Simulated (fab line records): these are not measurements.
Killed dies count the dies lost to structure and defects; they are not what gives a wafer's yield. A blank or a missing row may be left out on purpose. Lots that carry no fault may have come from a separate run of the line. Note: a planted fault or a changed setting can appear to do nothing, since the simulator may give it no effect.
Chamber matching || flow n5 finfet || N5_BEOL_M13_DESCUM_33 on rie diel-06 has 4 sister chambers
The step chemistry O2, time 7.9 s. 24 wafers are shown with their chamber, then 12 later ones without.

## WAFERS PAIRED WITH THEIR CHAMBERS
{"wafer": "L074.1", "chamber": 3, "showerhead plenum p Torr (Torr)": 1.93, "throttle valve pct (%)": 20.25, "oes product au (a.u.)": 0.75}
{"wafer": "L074.5", "chamber": 1, "showerhead plenum p Torr (Torr)": 2.13, "throttle valve pct (%)": 20.02, "oes product au (a.u.)": 0.98}
{"wafer": "L074.6", "chamber": 2, "showerhead plenum p Torr (Torr)": 2.14, "throttle valve pct (%)": 20.20, "oes product au (a.u.)": 0.90}
{"wafer": "L078.1", "chamber": 3, "showerhead plenum p Torr (Torr)": 1.93, "throttle valve pct (%)": 20.25, "oes product au (a.u.)": 0.76}
{"wafer": "L078.2", "chamber": 1, "showerhead plenum p Torr (Torr)": 2.13, "throttle valve pct (%)": 20.05, "oes product au (a.u.)": 0.97}
{"wafer": "L078.4", "chamber": 2, "showerhead plenum p Torr (Torr)": 2.14, "throttle valve pct (%)": 20.20, "oes product au (a.u.)": 0.90}
{"wafer": "L077.2", "chamber": 1, "showerhead plenum p Torr (Torr)": 2.13, "throttle valve pct (%)": 20.07, "oes product au (a.u.)": 0.96}
{"wafer": "L077.3", "chamber": 2, "showerhead plenum p Torr (Torr)": 2.14, "throttle valve pct (%)": 20.22, "oes product au (a.u.)": 0.89}
{"wafer": "L077.6", "chamber": 2, "showerhead plenum p Torr (Torr)": 2.14, "throttle valve pct (%)": 20.20, "oes product au (a.u.)": 0.89}
{"wafer": "L079.4", "chamber": 0, "showerhead plenum p Torr (Torr)": 2.03, "throttle valve pct (%)": 19.87, "oes product au (a.u.)": 0.82}
{"wafer": "L079.5", "chamber": 0, "showerhead plenum p Torr (Torr)": 2.03, "throttle valve pct (%)": 19.87, "oes product au (a.u.)": 0.83}
{"wafer": "L079.6", "chamber": 1, "showerhead plenum p Torr (Torr)": 2.13, "throttle valve pct (%)": 20.05, "oes product au (a.u.)": 0.96}
{"wafer": "L084.2", "chamber": 1, "showerhead plenum p Torr (Torr)": 2.13, "throttle valve pct (%)": 20.07, "oes product au (a.u.)": 0.93}
{"wafer": "L084.3", "chamber": 2, "showerhead plenum p Torr (Torr)": 2.14, "throttle valve pct (%)": 20.22, "oes product au (a.u.)": 0.88}
{"wafer": "L084.6", "chamber": 1, "showerhead plenum p Torr (Torr)": 2.13, "throttle valve pct (%)": 20.05, "oes product au (a.u.)": 0.94}
{"wafer": "L082.4", "chamber": 1, "showerhead plenum p Torr (Torr)": 2.13, "throttle valve pct (%)": 20.05, "oes product au (a.u.)": 0.93}
{"wafer": "L082.5", "chamber": 0, "showerhead plenum p Torr (Torr)": 2.03, "throttle valve pct (%)": 19.88, "oes product au (a.u.)": 0.81}
{"wafer": "L082.6", "chamber": 3, "showerhead plenum p Torr (Torr)": 1.92, "throttle valve pct (%)": 20.28, "oes product au (a.u.)": 0.74}
{"wafer": "L083.1", "chamber": 0, "showerhead plenum p Torr (Torr)": 2.03, "throttle valve pct (%)": 19.87, "oes product au (a.u.)": 0.81}
{"wafer": "L083.4", "chamber": 2, "showerhead plenum p Torr (Torr)": 2.14, "throttle valve pct (%)": 20.23, "oes product au (a.u.)": 0.87}
{"wafer": "L083.5", "chamber": 0, "showerhead plenum p Torr (Torr)": 2.03, "throttle valve pct (%)": 19.87, "oes product au (a.u.)": 0.80}
{"wafer": "L090.1", "chamber": 0, "showerhead plenum p Torr (Torr)": 2.03, "throttle valve pct (%)": 19.90, "oes product au (a.u.)": 0.79}
{"wafer": "L090.4", "chamber": 2, "showerhead plenum p Torr (Torr)": 2.13, "throttle valve pct (%)": 20.25, "oes product au (a.u.)": 0.86}
{"wafer": "L090.5", "chamber": 0, "showerhead plenum p Torr (Torr)": 2.03, "throttle valve pct (%)": 19.89, "oes product au (a.u.)": 0.79}

SIGNATURES (averages over the wafers above)
{"reading": "showerhead plenum p Torr", "chamber 0": 2.0300, "chamber 1": 2.1300, "chamber 2": 2.1386, "chamber 3": 1.9267, "scatter within a chamber": 0.00276}
{"reading": "throttle valve pct", "chamber 0": 19.8786, "chamber 1": 20.0514, "chamber 2": 20.2171, "chamber 3": 20.2600, "scatter within a chamber": 0.0163}
{"reading": "oes product au", "chamber 0": 0.8071, "chamber 1": 0.9529, "chamber 2": 0.8843, "chamber 3": 0.7500, "scatter within a chamber": 0.0162}
Rule: for each reading, subtract the chamber's mean from the wafer's reading, divide by that reading's scatter and square the result; add these up over the readings and take the root, which gives the wafer's distance from the chamber. The wafer belongs to the nearest chamber; if the next one is less than 2 further off, it can't be placed. How the scatter is found: for the shown wafers, subtract from each reading the mean of its chamber, square and add these, divide the total by (wafers less chambers), then take the root.

## WAFERS MISSING THEIR CHAMBER
{"wafer": "L095.1", "showerhead plenum p Torr (Torr)": 2.12, "throttle valve pct (%)": 20.09, "oes product au (a.u.)": 0.91}
{"wafer": "L095.4", "showerhead plenum p Torr (Torr)": 2.02, "throttle valve pct (%)": 19.89, "oes product au (a.u.)": 0.79}
{"wafer": "L095.6", "showerhead plenum p Torr (Torr)": 2.12, "throttle valve pct (%)": 20.08, "oes product au (a.u.)": 0.90}
{"wafer": "L086.3", "showerhead plenum p Torr (Torr)": 2.12, "throttle valve pct (%)": 20.08, "oes product au (a.u.)": 0.91}
{"wafer": "L086.4", "showerhead plenum p Torr (Torr)": 1.92, "throttle valve pct (%)": 20.31, "oes product au (a.u.)": 0.73}
{"wafer": "L086.5", "showerhead plenum p Torr (Torr)": 2.13, "throttle valve pct (%)": 20.25, "oes product au (a.u.)": 0.86}
{"wafer": "L094.1", "showerhead plenum p Torr (Torr)": 2.02, "throttle valve pct (%)": 19.90, "oes product au (a.u.)": 0.78}
{"wafer": "L094.4", "showerhead plenum p Torr (Torr)": 1.91, "throttle valve pct (%)": 20.32, "oes product au (a.u.)": 0.72}
{"wafer": "L094.6", "showerhead plenum p Torr (Torr)": 2.12, "throttle valve pct (%)": 20.09, "oes product au (a.u.)": 0.90}
{"wafer": "L096.3", "showerhead plenum p Torr (Torr)": 1.91, "throttle valve pct (%)": 20.33, "oes product au (a.u.)": 0.73}
{"wafer": "L096.4", "showerhead plenum p Torr (Torr)": 2.12, "throttle valve pct (%)": 20.08, "oes product au (a.u.)": 0.89}
{"wafer": "L096.5", "showerhead plenum p Torr (Torr)": 2.12, "throttle valve pct (%)": 20.09, "oes product au (a.u.)": 0.89}

## WHICH CHAMBER EACH ONE RAN IN
{"wafer": "L095.1", "from the rows above": 1, "in truth": 1}
{"wafer": "L095.4", "from the rows above": 0, "in truth": 0}
{"wafer": "L095.6", "from the rows above": 1, "in truth": 1}
{"wafer": "L086.3", "from the rows above": 1, "in truth": 1}
{"wafer": "L086.4", "from the rows above": 3, "in truth": 3}
{"wafer": "L086.5", "from the rows above": 2, "in truth": 2}
{"wafer": "L094.1", "from the rows above": 0, "in truth": 0}
{"wafer": "L094.4", "from the rows above": 3, "in truth": 3}
{"wafer": "L094.6", "from the rows above": 1, "in truth": 1}
{"wafer": "L096.3", "from the rows above": 3, "in truth": 3}
{"wafer": "L096.4", "from the rows above": 1, "in truth": 1}
{"wafer": "L096.5", "from the rows above": 1, "in truth": 1}
Placed correctly: 12 of 12. Left unplaced by these rows: 0. 0 placed wrongly.
